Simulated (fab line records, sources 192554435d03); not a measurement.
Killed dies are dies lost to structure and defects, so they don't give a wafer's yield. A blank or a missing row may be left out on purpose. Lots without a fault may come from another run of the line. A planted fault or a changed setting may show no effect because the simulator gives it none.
Split-lot experiment | flow n5_finfet | 7 lots, 21 wafers read, on a route of 1938 steps

THE SPLIT
At N5_BEOL_M0_DEP_125 (deposits SiCN from 3MS/NH3, target thk 8 nm, time 14 s), the setting time_s was moved away from the recipe's 14 s on 6 of the 21 wafers read, by -11.4% to +5.1%. The other wafers ran this setting at the recipe's value.

The reading is taken at the split's own step.

THE READING
SiCN_of_BEOL_M0_DEP_125.thk_nm (the simulator's own value, which no gauge read), in nm, at N5_BEOL_M0_DEP_125 (deposits SiCN from 3MS/NH3, target thk 8 nm, time 14 s). The file gives no usual value for it. The 15 wafers here that ran the recipe average 8.1 nm, standard deviation 0.098 nm.

wafer  | tool, chamber at the split | time_s as run, s | against the recipe | SiCN_of_BEOL_M0_DEP_125.thk_nm, nm | against lot-mates on the recipe
L077.2 | pecvd-01, 0                | 14.61            | +4.4%              | 8.2                                | +0.2
L077.3 | pecvd-01, 1                | 14               | recipe             | 8                                  | -
L077.5 | pecvd-01, 1                | 14.61            | +4.4%              | 8.4                                | +0.4
L079.2 | pecvd-03, 0,1              | 14               | recipe             | 8                                  | -
L079.6 | pecvd-03, 0,1              | 14               | recipe             | 8                                  | -
L079.4 | pecvd-03, 0                | 14               | recipe             | 8.2                                | -
L081.4 | pecvd-01, 0                | 14               | recipe             | 8                                  | -
L081.5 | pecvd-01, 2                | 12.4             | -11.4%             | 7.2                                | -0.9
L081.6 | pecvd-01, 1                | 14               | recipe             | 8.2                                | -
L083.2 | pecvd-02, 1,0              | 14               | recipe             | 8.2                                | -
L083.5 | pecvd-02, 1,0              | 14               | recipe             | 8.2                                | -
L083.3 | pecvd-02, 0                | 14               | recipe             | 8                                  | -
L084.1 | pecvd-03, 2                | 14.57            | +4.1%              | 8.2                                | +0.2
L084.4 | pecvd-03, 2                | 14               | recipe             | 8                                  | -
L084.6 | pecvd-03, 1                | 14.57            | +4.1%              | 8.4                                | +0.4
L090.3 | pecvd-02, 0                | 14               | recipe             | 8.2                                | -
L090.5 | pecvd-02, 0                | 14               | recipe             | 8.2                                | -
L090.4 | pecvd-02, 2                | 14               | recipe             | 8                                  | -
L092.1 | pecvd-02, 2                | 14.71            | +5.1%              | 8.4                                | +0.4
L092.2 | pecvd-02, 0,2              | 14               | recipe             | 8                                  | -
L092.4 | pecvd-02, 0,2              | 14               | recipe             | 8                                  | -
Where a row lists several chambers, the file gives one row for several wafers and doesn't say which wafer went through which chamber.

THE FIT
A straight line over all 21 wafers: SiCN_of_BEOL_M0_DEP_125.thk_nm changes by +0.0685 nm for each +1% of time_s; r = +0.91; the points scatter about the line by 0.1 nm.
The same after taking each lot's own level away (the mean of its wafers on the recipe; 21 wafers): +0.0766 nm for each +1%; r = +0.95; scatter 0.087 nm.
On that fit, the largest move of time_s shifts the reading by 0.88 nm.
The lots' own levels span 8.00 to 8.13 nm, that is 1.4 times the standard deviation above.
So the lot-to-lot level changes the slope: the two fits differ.
Check: with one of the wafers moved furthest among these (-11.4%) left out of the fit, the line predicts -0.837 nm for it against its lot-mates. It came out at -0.9 nm against them.

OTHER SPLITS ON THESE WAFERS
These wafers also went through other splits before the reading. Each is held against what the fit with the lots' levels taken away leaves over:
other split on the same wafers           | wafers away from the commonest value | r with SiCN_of_BEOL_M0_DEP_125.thk_nm (lot level and that fit taken away)
N5_HKMG_FIN_DEVELOP_48 develop_time_s    | 7                                    | +0.09
N5_GATE_CUT_COAT_07 spin_rpm             | 6                                    | +0.07
N5_MOL_CONTACT_COAG_COAT_58 spin_rpm     | 5                                    | +0.16
N5_MOL_CONTACT_COAG_CVD_140 target_thk_a | 7                                    | +0.03
N5_BEOL_M0_SAQP_ETCH_106 target_depth_a  | 8                                    | +0.16

THE FILE'S OWN FIT
SiCN_of_BEOL_M0_DEP_125.thk_nm changes by +0.0773 nm for each +1% of time_s, r = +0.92.
